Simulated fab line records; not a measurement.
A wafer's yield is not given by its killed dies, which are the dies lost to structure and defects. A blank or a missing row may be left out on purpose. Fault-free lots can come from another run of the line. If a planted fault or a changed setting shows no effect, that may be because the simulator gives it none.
Code-filled problem report in 8D (eight disciplines) form | flow n5_finfet | the parts of the form that need people (team, actions taken, sign-off) are left out

## 1. WHAT WENT WRONG
Mean of trench_depth_nm at N5_BEOL_M3_OCD_MEAS_38: 39.5 nm across 12 wafers in 4 lots; on wafers with no fault it is 55.5 nm (standard deviation 1.2). Measured from the usual mean, that is -13 standard deviations.
Seen first at day 11 22:06 on ocd-02, wafer L839.1. The record has a number at this step for 24 wafers belonging to 8 lots. By rule, "out" or "out of limits" means more than 4 standard deviations away from the usual mean. Any other wafer with a number is counted as sound.

## 2. WHAT IT IS, AND WHAT IT ISN'T
question                    | is                     | is not
which readings at this step | trench_depth_nm        | -
which lots                  | L839, L841, L842, L843 | L824, L834, L845, L846
which wafers of those lots  | all that have a number | -
read on which gauges        | ocd-01, ocd-02         | -
when                        | from day 11 22:06      | up to then (6 sound wafers); but 6 sound wafers of L845, L846 came after

## 3. THE SUSPECTS, EACH WITH WHAT RULES IT OUT
Counting: a tool at any process step up to the reading remains a suspect when it ran all the lots that are out and ran no sound lot after the first of those.
- ruled out: the gauge at N5_BEOL_M3_OCD_MEAS_38. 2 gauges (ocd-01, ocd-02) read the wafers that are out.
- rie_diel-03 at N5_BEOL_M3_TRENCH_ETCH_37 (etches SiOC in C4F6/O2, target depth 55.555 nm, time 29.2 s): kept. It ran every lot that is out, first L839 (day 11 21:57), and no sound lot after that; its last sound lot up to then is L834 (day 10 00:37). Its own rf_fwd_power_W, rf_vpp_V readings are out on those wafers.
After counting, what remains is rie_diel-03 at N5_BEOL_M3_TRENCH_ETCH_37.

## 4. THE CAUSE (what the simulator had put in)
Process parameters drifting: rie_diel-03 at N5_BEOL_M3_TRENCH_ETCH_37, beginning at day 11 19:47. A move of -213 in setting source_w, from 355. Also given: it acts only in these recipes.
Counting left only this tool.

## 5. SEQUENCE OF EFFECTS, ordered by route
Rows list readings where the struck wafers' mean (over those with a number) sits beyond 3 standard deviations from the usual. Only readings whose record carries a usual standard deviation are examined. hours: median over the lots of the time between each lot's start at the first step of this table that gives one and its start at this step. sigmas: the change, counted in usual standard deviations.
hours | step                      | reading         | usual     | on struck wafers | change | sigmas
0     | N5_BEOL_M3_TRENCH_ETCH_37 | oes_f_703_au    | 0.75 a.u. | 0.54             | -0.21  | -3.1
0     | N5_BEOL_M3_TRENCH_ETCH_37 | rf_fwd_power_W  | 350.0 W   | 137.0            | -213.0 | -99 or more
0     | N5_BEOL_M3_TRENCH_ETCH_37 | rf_vpp_V        | 668 V     | 802              | +134   | +9.6
0     | N5_BEOL_M3_OCD_MEAS_38    | trench_depth_nm | 55.5 nm   | 39.5             | -16.0  | -13
Here are the process steps it includes:
- N5_BEOL_M3_TRENCH_ETCH_37: etches SiOC in C4F6/O2, target depth 55.555 nm, time 29.2 s.
Later steps that measure or inspect, where all struck wafers having a row at the step show a number for every such reading and not one has moved that far: N5_BEOL_M4_RC_MEAS_101.

## 6. HOW IT WOULD HAVE BEEN CAUGHT EARLIER
The first out-of-limits reading at a measuring or inspecting step in this record came at day 11 22:06, 2 hours after the fault's start at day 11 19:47.
Tool's own readings at N5_BEOL_M3_TRENCH_ETCH_37, rf_fwd_power_W, rf_vpp_V: out on all struck wafers the step has rows for; an alarm limit on them would have tripped on the first.
L841, L843, L842, from the lots that are out (4), started N5_BEOL_M3_TRENCH_ETCH_37 on rie_diel-03 later than day 11 22:06. A hold on the tool at that time would have spared those 3.
